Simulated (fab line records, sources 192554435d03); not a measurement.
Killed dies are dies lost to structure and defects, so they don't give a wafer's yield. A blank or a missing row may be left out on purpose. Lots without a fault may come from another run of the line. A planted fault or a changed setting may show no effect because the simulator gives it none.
fab line records | flow n5_finfet | part 2 of 2: steps 29 to 37 of 37
record lots=5 wafers=15 last_day=17
route steps=1938 shown STI_FIN_REVEAL@198 DUMMY_GATE@212
lots that met no fault: from a run of the same line without faults
start_h: hours from the record's first day to the start of the lot's first wafer shown | wait_h: hours since the lot's step before | " the same as in the row above | L1.1+2: a row that stands for several wafers | - no value, or no start given | * or withheld: withheld | < > ~ a bound
route shown NAME@n: a module of which the file shows steps, and the number in the route of the first | usual: mean/standard deviation of fault-free wafers | same: alike in all rows | chamber/n: place in a boat | sites: the reading at each site | _std_site: their standard deviation | _edge_site: outer sites' mean less inner sites' | radius_mm: how far each site lies from the wafer's centre | mask NAME#n: copy n | behind: the tool/chamber that last shaped the wafer | hold: why the lot was held/for how many hours/how that ended | device: the transistor (n, p or np) that didn't switch | end of line: the same wafers' tests at the end of the route | a step without rows: its recipe alone | killed: dies lost to structure and defects at the first sort, not the wafer's yield | map: a wafer's dies, x killed, . not, _ none there
set.NAME: the setting as run; set.NAME@STEP: as run at that earlier step | model.NAME: the simulator's own value behind a step, which no gauge read
lots at some steps of the route; a table a step, a row a wafer
services: from which hour (start_h, from the record's first day; less than 0 if before it) a tool's chamber was out of use, for how many hours, and why
## steps
# step N5_DUMMY_GATE_EBR_11
# recipe solvent=PGMEA ebr_width_mm=1.5
# usual chill_plate_temp_C=22.98/0.098
# columns lot.wafer tool chamber start_h wait_h chill_plate_temp_C
L077.2 litho_track-03 0 - - 22.98
L077.3 " 0 " " 23.06
L077.4 " 0 " " 22.94
L080.1 litho_track-01 0 - - 23.02
L080.3 " 0 " " 22.95
L080.4 " 0 " " 22.90
L082.1 litho_track-03 0 - - 23.08
L082.3 " 0 " " 22.75
L082.4 " 0 " " 22.89
L095.2 litho_track-05 0 - - 23.03
L095.3 " 0 " " 23.22
L095.5 " 0 " " 22.94
L096.1 litho_track-05 0 - - 23.01
L096.3 " 0 " " 22.99
L096.5 " 0 " " 22.97
# step N5_DUMMY_GATE_SOFTBAKE_10
# recipe temp_c=110 time_s=60 resist=CAR-EUV
# usual chill_plate_temp_C=22.98/0.11 heater_power_total_W=175.5/1.7
# columns lot.wafer tool chamber start_h wait_h chill_plate_temp_C heater_power_total_W
L077.2 litho_track-03 0 - - 22.90 177.5
L077.3 " 0 " " 23.03 177.4
L077.4 " 0 " " 22.91 177.3
L080.1 litho_track-01 0 - - 23.03 177.3
L080.3 " 0 " " 22.96 174.6
L080.4 " 0 " " 22.81 177.0
L082.1 litho_track-03 0 - - 23.12 174.8
L082.3 " 0 " " 23.05 177.6
L082.4 " 0 " " 22.99 174.4
L095.2 litho_track-05 0 - - 22.70 176.5
L095.3 " 0 " " 22.80 176.8
L095.5 " 0 " " 22.92 173.0
L096.1 litho_track-05 0 - - 23.22 177.4
L096.3 " 0 " " 23.10 174.3
L096.5 " 0 " " 22.83 177.6
# step N5_DUMMY_GATE_EXPOSE_12
# recipe mask_id=GATE na=0.33 source_shape=annular sigma_inner=0.2 sigma_outer=0.6 polarization=unpolarized target_cd_nm=25 dose_mj=34
# columns lot.wafer tool chamber start_h wait_h mask
L077.2+3+4 euv_scanner-01 0 64.87 - GATE#0
L080.1+3+4 euv_scanner-01 0 83.00 - GATE#0
L082.1+3+4 euv_scanner-01 0 94.38 - GATE#0
L095.2+3+5 euv_scanner-02 0 172.83 - GATE#0
L096.1+3+5 euv_scanner-01 0 179.27 - GATE#0
# step N5_DUMMY_GATE_PEB_13
# recipe peb_temp_c=100 peb_time_s=60 resist=CAR-EUV
# usual chill_plate_temp_C=23.00/0.1 heater_power_total_W=154.1/1.1
# columns lot.wafer tool chamber start_h wait_h chill_plate_temp_C heater_power_total_W
L077.2 litho_track-03 0 64.92 0.0 22.99 155.2
L077.3 " 0 " " 22.80 153.0
L077.4 " 0 " " 22.78 155.1
L080.1 litho_track-01 0 83.06 0.1 23.09 153.0
L080.3 " 0 " " 23.15 153.8
L080.4 " 0 " " 23.17 152.3
L082.1 litho_track-03 0 94.44 0.1 22.90 153.1
L082.3 " 0 " " 22.75 155.6
L082.4 " 0 " " 22.85 155.1
L095.2 litho_track-05 0 172.88 0.0 22.93 152.8
L095.3 " 0 " " 23.05 155.1
L095.5 " 0 " " 22.99 154.9
L096.1 litho_track-05 0 179.33 0.1 22.96 152.2
L096.3 " 0 " " 23.05 152.9
L096.5 " 0 " " 23.05 152.3
# step N5_DUMMY_GATE_DEVELOP_14
# recipe develop_time_s=30 developer=TMAH resist=CAR-EUV rinse_liquid=surfactant_rinse dry=air_spin dev_temp_c=23
# usual chill_plate_temp_C=23.01/0.1
# columns lot.wafer tool chamber start_h wait_h chill_plate_temp_C
L077.2 litho_track-03 0 - - 23.04
L077.3 " 0 " " 23.04
L077.4 " 0 " " 23.04
L080.1 litho_track-01 0 - - 23.01
L080.3 " 0 " " 22.92
L080.4 " 0 " " 22.97
L082.1 litho_track-03 0 - - 22.99
L082.3 " 0 " " 22.92
L082.4 " 0 " " 22.86
L095.2 litho_track-05 0 - - 22.92
L095.3 " 0 " " 23.05
L095.5 " 0 " " 22.97
L096.1 litho_track-05 0 - - 22.93
L096.3 " 0 " " 23.04
L096.5 " 0 " " 23.00
# step N5_DUMMY_GATE_CD_MEAS_15
# recipe target_cd_nm=25.8 landing_energy_ev=500 detector=se_inlens
# usual cd_nm=25.04/0.21
# columns lot.wafer tool chamber start_h wait_h cd_nm
L077.2 cd_sem-03 0 64.99 - 24.91
L077.3 " 0 " " 24.99
L077.4 " 0 " " 25.01
L080.1 cd_sem-03 0 83.13 - 25.32
L080.3 " 0 " " 25.15
L080.4 " 0 " " 24.91
L082.1 cd_sem-02 0 94.51 - 24.57
L082.3 " 0 " " 24.69
L082.4 " 0 " " 24.91
L095.2 cd_sem-02 0 172.95 - 25.04
L095.3 " 0 " " 25.12
L095.5 " 0 " " 24.95
L096.1 cd_sem-02 0 179.40 - 24.73
L096.3 " 0 " " 24.92
L096.5 " 0 " " 25.20
# step N5_DUMMY_GATE_OVL_MEAS_16
# recipe points_per_wafer=522
# usual GATE_OVL=0.3/0.74
# columns lot.wafer tool chamber start_h wait_h GATE_OVL[nm]
L077.2 overlay-02 0 65.04 0.0 0.2
L077.3 " 0 " " -0.5
L077.4 " 0 " " -1.0
L080.1 overlay-01 0 83.17 0.0 1.9
L080.3 " 0 " " 0.9
L080.4 " 0 " " 1.0
L082.1 overlay-02 0 94.55 0.0 0.6
L082.3 " 0 " " 0.7
L082.4 " 0 " " 0.6
L095.2 overlay-02 0 172.99 0.0 0.0
L095.3 " 0 " " -0.4
L095.5 " 0 " " 0.1
L096.1 overlay-02 0 179.44 0.0 0.0
L096.3 " 0 " " 0.8
L096.5 " 0 " " 0.5
# step N5_DUMMY_GATE_INSPECT_17
# recipe mode=adi inspect_instrument=brightfield
# usual raw_defect_count=180/41
# columns lot.wafer tool chamber start_h wait_h raw_defect_count
L077.2 defect_inspect-02 - 65.09 0.0 235
L077.3 " - " " 114
L077.4 " - " " 178
L080.1 defect_inspect-02 - 83.23 0.1 210
L080.3 " - " " 129
L080.4 " - " " 209
L082.1 defect_inspect-02 - 94.61 0.1 111
L082.3 " - " " 128
L082.4 " - " " 171
L095.2 defect_inspect-01 - 173.04 0.0 161
L095.3 " - " " 211
L095.5 " - " " 218
L096.1 defect_inspect-01 - 179.50 0.1 167
L096.3 " - " " 231
L096.5 " - " " 155
# step N5_DUMMY_GATE_DESCUM_20
# recipe chemistry=O2 time_s=6.2 source_power_w=50 bias_power_w=20 pressure_mtorr=20 rf_frequency_hz=2.712e+07 temp_c=40 resist=CAR-EUV o2_flow_sccm=225
# usual drypump_motor_current_A=5.6/0.42 oes_product_au=0.79/0.083 rf_vpp_V=243.5/1.3 showerhead_plenum_p_Torr=2.11/0.069 throttle_valve_pct=20.41/0.24
# columns lot.wafer tool chamber start_h wait_h drypump_motor_current_A oes_product_au rf_hours_counter_h rf_vpp_V showerhead_plenum_p_Torr throttle_valve_pct
L077.2 rie_diel-02 3 65.12 0.0 5.8 0.77 139 244.8 2.19 20.40
L077.3 " 2 " " 5.2 0.80 127 242.7 2.11 20.55
L077.4 " 3 " " 5.8 0.76 - 242.9 2.19 20.41
L080.1 rie_diel-05 0 83.26 0.0 6.4 0.70 203 243.3 2.07 20.73
L080.3 " 2 " " 6.3 0.72 186 240.0 2.00 20.74
L080.4 " 0 " " 6.4 0.71 - 244.0 2.07 20.75
L082.1 rie_diel-02 0 94.64 0.0 5.9 1.01 2 245.7 2.23 19.83
L082.3 " 1 " " 5.4 0.94 9 245.0 2.15 20.19
L082.4 " 2 " " 5.1 0.79 136 243.0 2.11 20.56
L095.2 rie_diel-02 0 173.10 0.1 5.9 0.93 27 243.6 2.22 19.89
L095.3 " 1 " " 5.4 0.88 32 243.5 2.14 20.24
L095.5 " 2 " " 5.2 0.77 - 244.2 2.10 20.59
L096.1 rie_diel-02 2 179.53 0.0 5.2 0.76 161 243.1 2.10 20.60
L096.3 " 0 " " 5.9 0.93 29 245.7 2.22 19.87
L096.5 " 3 " " 5.8 0.74 - 245.9 2.18 20.46
## services
# columns tool chamber start_h hours kind
cmp-04 - 34.84 1.8 repair
ald_sin-02 - 34.89 6.1 pm
pecvd-03 - 41.32 2.8 pm
plasma_asher-01 - 44.59 4.1 repair
cmp-03 - 49.16 7.8 repair
pecvd-03 - 51.29 5.5 pm
cmp-04 - 54.94 3.1 repair
cmp-04 - 59.52 4.0 pm
euv_scanner-01 - 65.48 1.0 pm
ald_sin-04 2 66.71 6.5 repair
euv_scanner-01 - 70.98 0.5 repair
cmp-03 - 78.90 0.4 repair
cmp-03 - 80.51 8.9 pm
rie_si-04 - 85.43 28.1 pm
cmp-03 - 98.57 2.3 repair
cmp-04 - 103.67 1.1 repair
rie_diel-02 1 110.06 6.0 repair
cmp-04 - 111.69 1.2 repair
euv_scanner-01 - 114.57 1.0 pm
euv_scanner-01 - 115.58 4.6 pm
rie_si-04 2 123.26 19.5 repair
rie_diel-02 - 140.34 0.4 repair
plasma_asher-01 - 151.40 9.6 repair
euv_scanner-01 - 163.74 1.0 pm
